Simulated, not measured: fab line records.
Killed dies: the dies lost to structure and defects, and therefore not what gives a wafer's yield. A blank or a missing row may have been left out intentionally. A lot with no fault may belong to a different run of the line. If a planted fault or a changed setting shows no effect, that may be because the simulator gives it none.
Problem report, 8D (eight disciplines) form, completed by code :: flow nand_harc :: the parts of the form that need people (team, actions taken, sign-off) are left out

== 1. PROBLEM STATEMENT ==
Mean of heater_power_total_W at NHARC_A_BLC_SOFTBAKE_05: 186.19 W across 6 wafers in 2 lots; on wafers with no fault it is 188.45 W (standard deviation 0.14). That puts it -16 standard deviations away from the usual mean.
The step: time 55 s.
First observed at day 23 18:00: wafer L689.2, on litho_track-01. At this step, 36 wafers from 12 lots have a number in the record. Rule for "out" (also "out of limits"): further than 4 standard deviations from the usual mean. The other wafers with a number count as sound.

== 2. WHAT IT IS; WHAT IT IS NOT ==
question: which readings at this step
is: heater_power_total_W
is not: exhaust_pa, plate_temp_C

question: which lots
is: L689, L690
is not: L688, L698, L699, L700, L701, L702, L703, L704, L705, L707

question: which wafers of those lots
is: all that have a number
is not: -

question: read on which tools
is: litho_track-01
is not: litho_track-04

question: when
is: from day 23 18:00
is not: up to then (3 sound wafers); but 27 sound wafers of L698, L699, L700, L701, L702, L703, L704, L705, L707 came after

== 3. WHAT RULES OUT EACH SUSPECT ==
Counting: a tool at any process step up to the reading remains a suspect when it ran all the lots that are out and ran no sound lot after the first of those.
- rie_diel-07 at NHARC_A_CONTACT_ETCH_88 (etches the open film in CF4, target depth 39 nm, time 65 s): ruled out as a lasting fault. The sound lots L702, L700, L701, L707 went through it after L689, its earliest lot that is out (day 23 12:55).
- litho_track-01 at NHARC_A_BLC_SOFTBAKE_05 (time 55 s): ruled out as a lasting fault. The sound lots L698, L700, L701, L703, L704, L707 went through it after L689, its earliest lot that is out (day 23 18:00).
Left after counting: nothing in the record.

== 4. THE CAUSE (what the simulator had put in) ==
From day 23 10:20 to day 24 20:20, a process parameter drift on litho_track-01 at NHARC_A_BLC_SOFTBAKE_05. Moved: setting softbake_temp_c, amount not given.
Counting ruled it out, wrongly.

== 5. THE CHAIN OF EFFECTS, in route order ==
Each row: a reading where the mean over the struck wafers with a number is more than 3 standard deviations away from the usual. Only readings for which the record gives a usual standard deviation are gone through. hours: the time from each lot's start at the first step in this table that gives one to its start at this step, as a median over the lots. sigmas: the change in usual standard deviations.
hours: 0
step: NHARC_A_BLC_SOFTBAKE_05
reading: heater_power_total_W
usual: 188.45 W
on struck wafers: 186.19
change: -2.26
sigmas: -16
The process steps in it:
- NHARC_A_BLC_SOFTBAKE_05: time 55 s.

== 6. HOW IT WOULD HAVE BEEN CAUGHT EARLIER ==
8 hours passed between the start of the fault at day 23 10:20 and the first reading out of limits in this record, taken at day 23 18:00.
